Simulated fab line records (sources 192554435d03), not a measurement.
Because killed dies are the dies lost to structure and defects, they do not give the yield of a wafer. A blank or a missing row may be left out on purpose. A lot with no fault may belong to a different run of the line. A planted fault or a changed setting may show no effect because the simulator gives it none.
fab line records    flow n5-finfet
record lots=7  wafers=39
route steps=1938 shown DUMMY_GATE@228 HKMG_FIN@435
start-h: the number of hours between the record's first day and the start of the first shown wafer of the lot    wait-h: hours elapsed since this lot's preceding step    " same as the row above    L1.1+2: a single row standing in for several wafers    - no value, or no start was given    * or withheld: withheld    < > ~ a bound
route shown NAME@n: a module of which the file shows steps, and the number in the route of the first    usual: the fault-free wafers' mean and standard deviation    same: alike in all rows    chamber/n: place in a boat    sites: per-site readings    _std_site: standard deviation across them    _edge_site: mean of outer sites minus mean of inner sites    radius-mm: for every site, how far away it sits from the centre of the wafer    mask NAME#n: copy n    behind: the most recent tool/chamber to have shaped the wafer    hold: what put the lot on hold/how long, in hours/how the hold closed    device: names the non-switching transistor (n, p or np)    end of line: the same wafers' tests at the end of the route    for a step that has no rows: nothing shown but its recipe    killed: not the wafer's yield, but the dies lost to structure and defects at the first sort    map: dies across one wafer; x = killed, . = not, _ = none there
set.NAME: the setting as run; set.NAME@STEP: as run at that earlier step    model.NAME: the simulator's own value behind a step, which no gauge read
lots whose settings were changed on purpose; a table a step, a row a wafer
## steps
# step N5_DUMMY_GATE_EXPOSE_12
# recipe mask-id=GATE  na=0.33  source-shape=annular  sigma-inner=0.2  sigma-outer=0.6  polarization=unpolarized  target-cd-nm=25  dose-mj=34
lot.wafer   tool            chamber  start-h  wait-h  mask    set.dose-mj
L074.1+4+5  euv-scanner-01  0        52.86    -       GATE#0  31.43
L074.2+3+6  "               0        "        "       GATE#0  34
L079.1+3+6  euv-scanner-01  0        75.95    -       GATE#0  36.49
L079.2+4+5  "               0        "        "       GATE#0  34
L088.1+2+4  euv-scanner-02  0        131.81   -       GATE#0  32.47
L088.3+5+6  "               0        "        "       GATE#0  34
L089.1+2+5  euv-scanner-01  0        137.86   -       GATE#0  34
L089.3+4+6  "               0        "        "       GATE#0  32.54
L093.1+3+6  euv-scanner-01  0        159.28   -       GATE#0  32.9
L093.2+4+5  "               0        "        "       GATE#0  34
L095.1+2+3  euv-scanner-01  0        174.10   -       GATE#0  34
L097.1+3+4  euv-scanner-01  0        188.70   -       GATE#0  34
L097.2+5+6  "               0        "        "       GATE#0  35.8
# step N5_DUMMY_GATE_PEB_13
# recipe peb-temp-c=100  peb-time-s=60  resist=CAR-EUV
# step N5_DUMMY_GATE_DEVELOP_14
# recipe develop-time-s=30  developer=TMAH  resist=CAR-EUV  rinse-liquid=surfactant-rinse  dry=air-spin  dev-temp-c=23
# step N5_DUMMY_GATE_CD_MEAS_15
# recipe target-cd-nm=25.8  landing-energy-ev=500  detector=se-inlens
# usual cd-nm=24.98/0.23
lot.wafer  tool       chamber  start-h  wait-h  set.dose-mj@DUMMY_GATE_EXPOSE_12  cd-nm
L074.1     cd-sem-01  0        52.98    -       31.43                             26.48
L074.2     "          0        "        "       34                                24.99
L074.3     "          0        "        "       34                                25.34
L074.4     "          0        "        "       31.43                             25.93
L074.5     "          0        "        "       31.43                             26.55
L074.6     "          0        "        "       34                                25.53
L079.1     cd-sem-01  0        76.08    -       36.49                             23.79
L079.2     "          0        "        "       34                                25.34
L079.3     "          0        "        "       36.49                             23.47
L079.4     "          0        "        "       34                                24.88
L079.5     "          0        "        "       34                                25.12
L079.6     "          0        "        "       36.49                             23.74
L088.1     cd-sem-01  0        131.94   -       32.47                             25.69
L088.2     "          0        "        "       32.47                             25.53
L088.3     "          0        "        "       34                                25.18
L088.4     "          0        "        "       32.47                             25.33
L088.5     "          0        "        "       34                                24.73
L088.6     "          0        "        "       34                                24.74
L089.1     cd-sem-02  0        137.98   -       34                                25.04
L089.2     "          0        "        "       34                                24.80
L089.3     "          0        "        "       32.54                             26.02
L089.4     "          0        "        "       32.54                             25.98
L089.5     "          0        "        "       34                                25.19
L089.6     "          0        "        "       32.54                             25.77
L093.1     cd-sem-02  0        159.41   -       32.9                              25.65
L093.2     "          0        "        "       34                                24.91
L093.3     "          0        "        "       32.9                              25.75
L093.4     "          0        "        "       34                                25.00
L093.5     "          0        "        "       34                                24.73
L093.6     "          0        "        "       32.9                              25.41
L095.1     cd-sem-01  0        174.22   -       34                                24.84
L095.2     "          0        "        "       34                                25.30
L095.3     "          0        "        "       34                                25.14
L097.1     cd-sem-02  0        188.83   -       34                                25.07
L097.2     "          0        "        "       35.8                              23.70
L097.3     "          0        "        "       34                                24.72
L097.4     "          0        "        "       34                                24.75
L097.5     "          0        "        "       35.8                              23.85
L097.6     "          0        "        "       35.8                              24.07
# step N5_DUMMY_GATE_ETCH_37
# recipe chemistry=N2/H2  target=SOC  target-depth-a=600  overetch-a=300  temp-c=40  ion-energy-ev=200  pressure-mtorr=30  source-w=840  bias-w=150  n2-flow-sccm=200  h2-flow-sccm=200
# usual rf-vpp-V=523.8/2.8
lot.wafer  tool         chamber  start-h  wait-h  set.source-w  rf-vpp-V
L074.1     rie-diel-01  2        53.26    0.0     840           521.2
L074.2     "            0        "        "       840           523.1
L074.3     "            3        "        "       840           523.8
L074.4     "            1        "        "       840           526.9
L074.5     "            1        "        "       840           526.9
L074.6     "            2        "        "       840           521.1
L079.1     rie-diel-01  0        76.88    0.0     840           523.0
L079.2     "            1        "        "       840           526.5
L079.3     "            2        "        "       914.6         504.6
L079.4     "            3        "        "       914.6         507.8
L079.5     "            1        "        "       914.6         513.1
L079.6     "            2        "        "       840           522.1
L088.1     rie-diel-06  3        132.22   0.0     840           524.4
L088.2     "            2        "        "       840           520.8
L088.3     "            1        "        "       840           528.2
L088.4     "            0        "        "       729.2         544.8
L088.5     "            3        "        "       729.2         547.6
L088.6     "            2        "        "       729.2         543.9
L089.1     rie-diel-05  1        138.92   0.0     840           526.5
L089.2     "            0        "        "       840           521.6
L089.3     "            3        "        "       840           527.4
L089.4     "            1        "        "       768.3         542.0
L089.5     "            0        "        "       768.3         538.3
L089.6     "            3        "        "       768.3         544.2
L093.1     rie-diel-05  0        159.69   0.0     840           521.9
L093.2     "            1        "        "       736.6         550.1
L093.3     "            3        "        "       736.6         550.7
L093.4     "            3        "        "       840           527.6
L093.5     "            1        "        "       840           526.9
L093.6     "            0        "        "       736.6         543.3
L095.1     rie-diel-06  2        174.50   0.0     840           519.7
L095.2     "            1        "        "       840           527.2
L095.3     "            3        "        "       840           522.9
L097.1     rie-diel-06  3        189.14   0.0     840           522.3
L097.2     "            2        "        "       791.2         529.7
L097.3     "            0        "        "       791.2         530.0
L097.4     "            1        "        "       791.2         537.8
L097.5     "            3        "        "       840           521.4
L097.6     "            2        "        "       840           519.0
# step N5_DUMMY_GATE_STRIP_38
# recipe chemistry=N2/H2  temp-c=40  n2-flow-sccm=200  h2-flow-sccm=200  rf-frequency-hz=6e+07
# step N5_DUMMY_GATE_STRIP_39
# recipe chemistry=N2/H2  temp-c=40  n2-flow-sccm=200  h2-flow-sccm=200  rf-frequency-hz=6e+07
# step N5_DUMMY_GATE_TRIM_49
# recipe chemistry=O2  resist=SOC  time-s=29  target-cd-nm=14  source-power-w=300  bias-power-w=0  O2_flow_sccm=100  temp-c=20
lot.wafer   tool       chamber  start-h  wait-h  set.dose-mj@DUMMY_GATE_EXPOSE_12  model.DUMMY_GATE.cd-nm
L074.1+5    rie-si-01  2,3      53.34    0.0     31.43                             15.6
L074.2+6    "          3,0      "        "       34                                14
L074.3      "          0        "        "       34                                14.2
L074.4      "          2        "        "       31.43                             15.2
L079.1+3+6  rie-si-06  2,1,2    76.96    0.0     36.49                             12.6
L079.2+4+5  "          3,0,1    "        "       34                                13.8
L088.1+2+4  rie-si-06  0,2,3    132.30   0.0     32.47                             14.8
L088.3      "          1        "        "       34                                13.4
L088.5      "          0        "        "       34                                14.2
L088.6      "          1        "        "       34                                14
L089.1      rie-si-06  1        139.00   0.0     34                                14.2
L089.2      "          3        "        "       34                                13.8
L089.3      "          2        "        "       32.54                             15
L089.4      "          0        "        "       32.54                             15.4
L089.5      "          3        "        "       34                                14
L089.6      "          2        "        "       32.54                             15.2
L093.1      rie-si-04  3        159.77   0.0     32.9                              14.4
L093.2      "          1        "        "       34                                14.4
L093.3      "          0        "        "       32.9                              15.2
L093.4+5    "          2,0      "        "       34                                14.2
L093.6      "          3        "        "       32.9                              14.6
L095.1      rie-si-01  3        174.58   0.0     34                                14.4
L095.2      "          1        "        "       34                                13.8
L095.3      "          2        "        "       34                                14.2
L097.1      rie-si-01  3        189.23   0.0     34                                14.4
L097.2      "          0        "        "       35.8                              13.2
L097.3+4    "          1,2      "        "       34                                14.2
L097.5      "          0        "        "       35.8                              13.4
L097.6      "          1        "        "       35.8                              13
# step N5_DUMMY_GATE_STRIP_40
# recipe chemistry=CF4  resist=SiARC  power-w=300  bias-power-w=75  pressure-mtorr=50  cf4-flow-sccm=150  rf-frequency-hz=6e+07
# step N5_DUMMY_GATE_CD_MEAS_50
# recipe target-cd-nm=14
# usual cd-nm=14.0/0.31
lot.wafer  tool       chamber  start-h  wait-h  set.dose-mj@DUMMY_GATE_EXPOSE_12  cd-nm
L074.1     cd-sem-01  -        53.49    0.0     31.43                             15.5
L074.2     "          -        "        "       34                                14.3
L074.3     "          -        "        "       34                                14.1
L074.4     "          -        "        "       31.43                             15.0
L074.5     "          -        "        "       31.43                             15.6
L074.6     "          -        "        "       34                                14.0
L079.1     cd-sem-03  -        77.43    0.0     36.49                             12.1
L079.2     "          -        "        "       34                                13.8
L079.3     "          -        "        "       36.49                             12.4
L079.4     "          -        "        "       34                                13.6
L079.5     "          -        "        "       34                                14.1
L079.6     "          -        "        "       36.49                             12.5
L088.1     cd-sem-03  -        132.45   0.0     32.47                             14.9
L088.2     "          -        "        "       32.47                             14.9
L088.3     "          -        "        "       34                                13.5
L088.4     "          -        "        "       32.47                             14.9
L088.5     "          -        "        "       34                                13.9
L088.6     "          -        "        "       34                                14.0
L089.1     cd-sem-02  -        139.16   0.0     34                                14.2
L089.2     "          -        "        "       34                                13.7
L089.3     "          -        "        "       32.54                             15.2
L089.4     "          -        "        "       32.54                             15.1
L089.5     "          -        "        "       34                                14.2
L089.6     "          -        "        "       32.54                             15.2
L093.1     cd-sem-01  -        159.91   0.0     32.9                              14.5
L093.2     "          -        "        "       34                                14.6
L093.3     "          -        "        "       32.9                              15.2
L093.4     "          -        "        "       34                                14.2
L093.5     "          -        "        "       34                                14.0
L093.6     "          -        "        "       32.9                              14.6
L095.1     cd-sem-01  -        174.76   0.0     34                                14.3
L095.2     "          -        "        "       34                                14.0
L095.3     "          -        "        "       34                                14.3
L097.1     cd-sem-02  -        189.37   0.0     34                                14.5
L097.2     "          -        "        "       35.8                              12.7
L097.3     "          -        "        "       34                                14.3
L097.4     "          -        "        "       34                                14.1
L097.5     "          -        "        "       35.8                              13.2
L097.6     "          -        "        "       35.8                              12.7
# step N5_DUMMY_GATE_ETCH_31
# recipe chemistry=C4F6/O2  target=SiO2  mask-material=SOC  target-depth-a=825  time-s=27.5  ion-energy-ev=250  pressure-mtorr=30  source-w=345  bias-w=185  Ar_flow_sccm=300  C4F6_flow_sccm=10  O2_flow_sccm=10
lot.wafer  tool         chamber  start-h  wait-h  set.target-depth-a  model.etch.depth-nm  model.SOC_of_DUMMY_GATE_COAT_34.thk-nm
L074.1     rie-diel-01  0        53.54    0.0     825                 83.34                51.8
L074.2     "            3        "        "       723.6               72.33                52.8
L074.3     "            2        "        "       723.6               70.87                53.2
L074.4     "            1        "        "       825                 81.87                52.2
L074.5     "            3        "        "       723.6               72.66                53
L074.6     "            0        "        "       825                 82.86                52.2
L079.1     rie-diel-05  3        77.53    0.1     825                 82.14                51.8
L079.2     "            1        "        "       901.8               86.95                51.4
L079.3     "            2        "        "       825                 81.68                52
L079.4     "            0        "        "       901.8               88.02                51.4
L079.5     "            0        "        "       825                 81.16                52
L079.6     "            3        "        "       901.8               88.92                51.2
L088.1     rie-diel-06  1        132.49   0.0     825                 84.48                51.4
L088.2     "            2        "        "       736.2               73.73                52.6
L088.3     "            0        "        "       736.2               73.57                52.6
L088.4     "            3        "        "       825                 82.61                51.8
L088.5     "            3        "        "       825                 82.34                51.8
L088.6     "            0        "        "       736.2               73.47                52.8
L089.1     rie-diel-01  2        139.32   0.2     751.7               73.01                52.8
L089.2     "            3        "        "       751.7               74.57                52.6
L089.3     "            0        "        "       825                 81.83                51.8
L089.4     "            1        "        "       825                 81.3                 51.6
L089.5     "            3        "        "       825                 81.43                51.8
L089.6     "            0        "        "       751.7               74.26                52.8
L093.1     rie-diel-05  3        159.96   0.0     825                 81.2                 51.8
L093.2     "            0        "        "       926.9               91.45                51
L093.3     "            1        "        "       926.9               90.08                51.2
L093.4     "            1        "        "       926.9               89.06                51.2
L093.5     "            3        "        "       825                 81.57                51.4
L093.6     "            0        "        "       825                 81.07                51.8
L095.1     rie-diel-05  3        174.81   0.0     825                 81.21                51.8
L095.2     "            0        "        "       825                 81                   52
L095.3     "            2        "        "       825                 80.69                51.8
L097.1     rie-diel-06  2        189.42   0.0     825                 81.63                52
L097.2     "            3        "        "       825                 82.67                51.6
L097.3     "            0        "        "       825                 82.59                51.6
L097.4     "            1        "        "       749.8               77.5                 52.2
L097.5     "            2        "        "       749.8               74.13                52.6
L097.6     "            1        "        "       749.8               77.28                52.2
# step N5_DUMMY_GATE_STRIP_41
# recipe chemistry=O2  power-w=400  temp-c=40  pressure-mtorr=30  rf-frequency-hz=6e+07  bias-power-w=0  overash-fraction=0.3  o2-flow-sccm=225
# step N5_DUMMY_GATE_HM_OPEN_21
# recipe chemistry=CH3F/O2  target=SiNx  target-depth-a=1200  Ar_flow_sccm=150  CH3F_flow_sccm=30  O2_flow_sccm=23  time-s=171.4  pressure-mtorr=30  source-w=395  bias-w=73  ion-energy-ev=120.7
# step N5_DUMMY_GATE_ETCH_23
# recipe chemistry=HBr/Cl2/O2  HBr_flow_sccm=150  Cl2_flow_sccm=80  O2_flow_sccm=12  bias-w=102  target-depth-a=410  time-s=22.3  target=poly-Si  mask-material=SiO2  pressure-mtorr=10  icp-w=800
# step N5_DUMMY_GATE_ETCH_44
# recipe chemistry=HBr/O2  over-etch-frac=0.7  target-depth-a=1275  stop-on=SiO2  ion-energy-ev=60  bias-w=20  target=poly-Si  mask-material=SiO2  pressure-mtorr=20  icp-w=400  HBr_flow_sccm=120  O2_flow_sccm=10
# step N5_DUMMY_GATE_CD_MEAS_24
# recipe target-cd-nm=15
# usual cd-nm=15.1/0.4
lot.wafer  tool       chamber  start-h  wait-h  set.dose-mj@DUMMY_GATE_EXPOSE_12  cd-nm
L074.1     cd-sem-03  -        53.98    0.1     31.43                             16.2
L074.2     "          -        "        "       34                                15.4
L074.3     "          -        "        "       34                                15.2
L074.4     "          -        "        "       31.43                             15.9
L074.5     "          -        "        "       31.43                             16.6
L074.6     "          -        "        "       34                                14.9
L079.1     cd-sem-03  -        77.97    0.1     36.49                             13.8
L079.2     "          -        "        "       34                                14.4
L079.3     "          -        "        "       36.49                             13.7
L079.4     "          -        "        "       34                                14.9
L079.5     "          -        "        "       34                                15.3
L079.6     "          -        "        "       36.49                             13.6
L088.1     cd-sem-02  -        132.94   0.1     32.47                             15.8
L088.2     "          -        "        "       32.47                             16.3
L088.3     "          -        "        "       34                                14.6
L088.4     "          -        "        "       32.47                             16.2
L088.5     "          -        "        "       34                                15.4
L088.6     "          -        "        "       34                                15.4
L089.1     cd-sem-03  -        139.77   0.1     34                                15.4
L089.2     "          -        "        "       34                                14.8
L089.3     "          -        "        "       32.54                             16.1
L089.4     "          -        "        "       32.54                             16.3
L089.5     "          -        "        "       34                                15.4
L089.6     "          -        "        "       32.54                             16.0
L093.1     cd-sem-01  -        160.41   0.1     32.9                              15.5
L093.2     "          -        "        "       34                                15.2
L093.3     "          -        "        "       32.9                              16.0
L093.4     "          -        "        "       34                                15.2
L093.5     "          -        "        "       34                                15.3
L093.6     "          -        "        "       32.9                              16.0
L095.1     cd-sem-03  -        175.25   0.1     34                                15.7
L095.2     "          -        "        "       34                                15.8
L095.3     "          -        "        "       34                                15.0
L097.1     cd-sem-03  -        189.87   0.1     34                                15.6
L097.2     "          -        "        "       35.8                              14.1
L097.3     "          -        "        "       34                                15.5
L097.4     "          -        "        "       34                                15.1
L097.5     "          -        "        "       35.8                              14.6
L097.6     "          -        "        "       35.8                              13.5
# step N5_HKMG_FIN_ETCH_32
# recipe chemistry=N2/H2  target=SOC  target-depth-a=2400  temp-c=40  time-s=300  ion-energy-ev=200  mask-material=SiARC  pressure-mtorr=30  source-w=840  bias-w=150  n2-flow-sccm=200  h2-flow-sccm=200
# usual rf-vpp-V=522.8/2.1
lot.wafer  tool         chamber  start-h  wait-h  set.source-w  rf-vpp-V  model.etch.depth-nm  model.HKMG_FIN.feature-depth-nm  model.SiARC_of_HKMG_FIN_COAT_30.thk-nm
L074.1     rie-diel-02  0        81.66    0.0     840           527.3     227.2                227.2                            21.6
L074.2     "            2        "        "       961.3         499.7     273.3                273.2                            20
L074.3     "            3        "        "       840           518.8     240.7                240.8                            21.2
L074.4     "            3        "        "       961.3         497.1     269.1                269.2                            20.2
L074.5     "            0        "        "       961.3         504.4     252.6                252.6                            20.6
L074.6     "            2        "        "       840           522.5     243.6                243.6                            21
L079.1     rie-diel-02  0        106.43   0.0     783.2         537.6     214.5                214.4                            22.4
L079.2     "            3        "        "       783.2         531.8     228.5                228.4                            21.8
L079.3     "            1        "        "       840           521.6     243                  243                              21.4
L079.4     "            2        "        "       783.2         534.6     231.6                231.6                            21.6
L079.5     "            2        "        "       840           522.3     243.2                243.2                            21.2
L079.6     "            1        "        "       840           522.7     242.8                242.8                            21.6
L088.1     rie-diel-02  1        164.47   0.0     840           521.4     239.4                239.4                            21.6
L088.2     "            0        "        "       1001          495.2     273.1                273                              20
L088.3     "            2        "        "       840           521.5     243.8                243.8                            21.2
L088.4     "            0        "        "       840           525.1     236.8                236.8                            21.4
L088.5     "            1        "        "       1001          492.1     279.9                280                              20
L088.6     "            2        "        "       1001          492.0     284                  284                              19.8
L089.1     rie-diel-04  0        166.85   0.0     936.7         502.9     264.2                264.2                            20.6
L089.2     "            1        "        "       840           522.2     238.3                238.4                            21.6
L089.3     "            3        "        "       936.7         507.3     255.9                255.8                            20.6
L089.4     "            3        "        "       840           525.5     232.7                232.8                            21.8
L089.5     "            0        "        "       936.7         503.2     263                  263                              20.6
L089.6     "            1        "        "       840           523.9     237.1                237                              21.6
L093.1     rie-diel-02  0        186.78   0.0     840           526.2     232.1                232.2                            21.4
L093.2     "            2        "        "       840           521.4     239.4                239.4                            21.4
L093.3     "            1        "        "       912.4         508.1     255.3                255.4                            21
L093.4     "            2        "        "       912.4         507.8     254.8                254.8                            21
L093.5     "            1        "        "       912.4         509.0     253.2                253.2                            21.2
L093.6     "            0        "        "       840           524.9     234.4                234.4                            21.4
L095.1     rie-diel-04  2        202.59   0.0     840           525.8     247.7                247.8                            20.8
L095.2     "            1        "        "       840           522.7     234.4                234.4                            21.6
L095.3     "            0        "        "       840           520.1     241.1                241.2                            21.2
L097.1     rie-diel-04  0        218.63   0.0     745.6         540.7     218                  218                              22.2
L097.2     "            1        "        "       745.6         542.5     215.3                215.4                            22.2
L097.3     "            2        "        "       840           524.9     247.7                247.6                            20.8
L097.4     "            0        "        "       840           520.8     241.5                241.4                            21.4
L097.5     "            1        "        "       840           521.8     236                  236                              21.6
L097.6     "            2        "        "       745.6         545.6     227.7                227.6                            21.6
## key
split step=N5_DUMMY_GATE_EXPOSE_12  setting=dose-mj  stated=34  by=wafer
response step=N5_DUMMY_GATE_CD_MEAS_15  reading=cd-nm  change=-0.174  per=1%  r=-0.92
response step=N5_DUMMY_GATE_TRIM_49  reading=model.DUMMY_GATE.cd-nm  change=-0.191  per=1%  r=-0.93
response step=N5_DUMMY_GATE_CD_MEAS_50  reading=cd-nm  change=-0.214  per=1%  r=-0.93
response step=N5_DUMMY_GATE_CD_MEAS_24  reading=cd-nm  change=-0.182  per=1%  r=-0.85
split step=N5_DUMMY_GATE_ETCH_37  setting=source-w  stated=840  by=wafer
response step=N5_DUMMY_GATE_ETCH_37  reading=rf-vpp-V  change=-1.76  per=1%  r=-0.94
split step=N5_DUMMY_GATE_ETCH_31  setting=target-depth-a  stated=825  by=wafer
response step=N5_DUMMY_GATE_ETCH_31  reading=model.etch.depth-nm  change=+0.786  per=1%  r=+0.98
response step=N5_DUMMY_GATE_ETCH_31  reading=model.SOC_of_DUMMY_GATE_COAT_34.thk-nm  change=-0.073  per=1%  r=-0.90
split step=N5_HKMG_FIN_ETCH_32  setting=source-w  stated=840  by=wafer
response step=N5_HKMG_FIN_ETCH_32  reading=rf-vpp-V  change=-1.64  per=1%  r=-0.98
response step=N5_HKMG_FIN_ETCH_32  reading=model.etch.depth-nm  change=+2.06  per=1%  r=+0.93
response step=N5_HKMG_FIN_ETCH_32  reading=model.HKMG_FIN.feature-depth-nm  change=+2.06  per=1%  r=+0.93
response step=N5_HKMG_FIN_ETCH_32  reading=model.SiARC_of_HKMG_FIN_COAT_30.thk-nm  change=-0.0729  per=1%  r=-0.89
